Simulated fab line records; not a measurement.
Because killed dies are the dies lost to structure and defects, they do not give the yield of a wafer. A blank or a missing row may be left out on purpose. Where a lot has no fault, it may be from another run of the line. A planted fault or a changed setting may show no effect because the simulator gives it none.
A struck lot beside a sound one -- flow n5-finfet -- 14 steps out of a route of 1938
Sound: wafers L546.1, L546.3, L546.4. Struck: wafers L562.2, L562.3, L562.6. At the end, the cause is stated.
For every step that has rows: the tool of each side, followed by ch and its chambers, followed by its first start. Under that, the readings that differ: sound wafers -- struck wafers -- difference of the means -- sigmas: that difference in standard deviations of wafers without a fault.
alike: readings with means less than 2 such deviations apart, plus words and numbers identical on both sides. not compared: withheld readings, readings lacking a value on some wafer, bounds such as >300 that could conceal the same value, and numbers that have no deviation in the record and whose values overlap.
A row with sigmas, a row that says differs or no value, or rows on one side alone: a step with any of these is where the two part. Numbers that have no deviation but don't overlap get no sigmas and don't part them. A reading missing from all wafers of one side parts the sides only when that side holds two or more wafers.

N5_BEOL_M6_INSPECT_58: inspects for defects (darkfield).
  sound on defect-inspect-01, day 9 13:19; struck on defect-inspect-01, day 15 03:59
  alike: raw-defect-count
N5_BEOL_M7_ILD_DEP_00: deposits SiCOH lowk from DEMS/porogen, target thk 179.75 nm, time 33.4 s.
  sound on pecvd-01 ch 0,1, day 9 13:21; struck on pecvd-04 ch 0,2, day 15 04:02
  alike: heater-power-w, showerhead-plenum-p-Torr, throttle-valve-pct
  not compared: since-wet-clean-h
N5_BEOL_M7_CURE_74: cures SiCOH lowk, time 240 s.
  sound on uv-cure-03 ch 0, day 9 13:26; struck on uv-cure-03 ch 2, day 15 04:10
  alike: lamp-power-pct, wafer_temp_C_max
N5_BEOL_M7_THK_MEAS_01:
  sound on film-metro-01, day 9 13:56; struck on film-metro-02, day 15 04:37
  alike: M7_ILD_THK
N5_BEOL_M7_PECVD_70: deposits SiO2 from TEOS/O2, target thk 20 nm, time 22.7 s.
  sound on pecvd-02 ch 0,1, day 9 13:59; struck on pecvd-01 ch 1,2, day 15 04:38
  alike: heater-power-w, showerhead-plenum-p-Torr, throttle-valve-pct
  not compared: since-wet-clean-h
N5_BEOL_M7_HM_DEP_02: deposits TiN, target thk 20 nm.
  sound on pvd-sputter-01, day 9 15:21; struck on pvd-sputter-03, day 15 05:42
  alike: throttle-valve-pct
then, 6 steps without rows for these wafers: N5_BEOL_M7_COAT_59 (time 60 s, resist thk 100 nm); N5_BEOL_M7_COAT_60 (time 60 s, resist thk 35 nm); N5_BEOL_M7_COAT_05 (resist thk 90 nm); N5_BEOL_M7_EBR_07; N5_BEOL_M7_SOFTBAKE_06 (time 60 s); N5_BEOL_M7_EXPOSE_08 (exposes mask M7).
N5_BEOL_M7_PEB_09: peb time 60 s.
  struck on litho-track-02, day 15 06:08; sound on litho-track-04 ch 0, day 9 15:47
  no value came back on the struck wafers for chill-plate-temp-C (C), exhaust-pa (Pa); on the sound wafers chill-plate-temp-C (C) reads 22.89 23.01 23.04
then, 1 step without rows for these wafers: N5_BEOL_M7_DEVELOP_10 (develop time 30 s).

WHERE THEY PART
N5_BEOL_M7_PEB_09 only, going by this record.

WHY: whatever the simulator had introduced
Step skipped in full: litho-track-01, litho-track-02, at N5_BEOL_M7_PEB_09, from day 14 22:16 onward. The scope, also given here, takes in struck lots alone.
